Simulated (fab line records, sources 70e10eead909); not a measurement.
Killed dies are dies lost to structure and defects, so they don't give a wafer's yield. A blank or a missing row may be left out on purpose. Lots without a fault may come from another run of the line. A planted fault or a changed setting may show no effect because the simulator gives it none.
Which tool did it? | flow nand_harc | 14 lots, 39 wafers sampled, at 1 step of a route of 1159

WHAT THE GAUGES READ, wafer by wafer
NHARC_P_BONDPAD_CD_MEAS_09: target cd 500 nm.
lot  | measured     | on        | cd_nm (nm)
L618 | day 6 15:49  | cd_sem-03 | 500.2 503.0 502.1
L619 | day 6 22:35  | cd_sem-01 | 497.3 498.1 497.5
L620 | day 7 02:30  | cd_sem-03 | 501.1 497.7 495.3
L621 | day 7 08:17  | cd_sem-02 | 501.3 498.5 500.6
L624 | day 7 14:07  | cd_sem-03 | 496.0 498.4 500.5
L623 | day 7 14:23  | cd_sem-02 | 496.0 501.3 500.6
L625 | day 8 02:24  | cd_sem-01 | 499.2 501.4
L626 | day 8 04:34  | cd_sem-03 | 500.4
L630 | day 9 17:36  | cd_sem-03 | 498.5 500.0 499.3
L633 | day 10 11:36 | cd_sem-03 | 499.2 499.4 499.6
L636 | day 10 19:41 | cd_sem-03 | 498.9 499.2 500.0
L638 | day 11 04:22 | cd_sem-02 | 497.5 501.8 501.8
L639 | day 11 22:31 | cd_sem-02 | 501.6 500.5 499.9
L641 | day 12 13:25 | cd_sem-02 | 500.9 497.6 499.8

WHICH TOOL RAN EACH LOT (tool, then ch and the chambers of the sampled wafers, then the start)
The record holds no process step before these readings.

WHAT THE TOOLS THEMSELVES READ (means of the sampled wafers that have a number; where no wafer has one, the mark that the record gives instead)
The record holds no such reading with a usual standard deviation.

THE ANSWER, worked out from the rows above alone
Rule: what is usual is taken from the lots themselves. Put in order of their means at a reading, lots are off if they are a third of the lots or fewer, leave a main group of 4 or more, and stand apart from it by a gap of 3 or more times the standard deviation of the main group's means; of several such gaps the widest counts. A main group whose means are all the same, to the digits that the tables above print for the reading, isn't used. A lot without any number at a reading at which 4 lots or more have one is off too. The other lots that the step has rows for count as sound. The gauges are gone through in route order, then the tools' own readings, and for those a lot's mean is taken as printed above. The first step at which some lot is off is used, and at that step the reading that is off furthest; a lot without a number counts as furthest.
No lot is off at any reading shown: from this, nothing can be told.

WHAT THE SIMULATOR HAD PUT IN
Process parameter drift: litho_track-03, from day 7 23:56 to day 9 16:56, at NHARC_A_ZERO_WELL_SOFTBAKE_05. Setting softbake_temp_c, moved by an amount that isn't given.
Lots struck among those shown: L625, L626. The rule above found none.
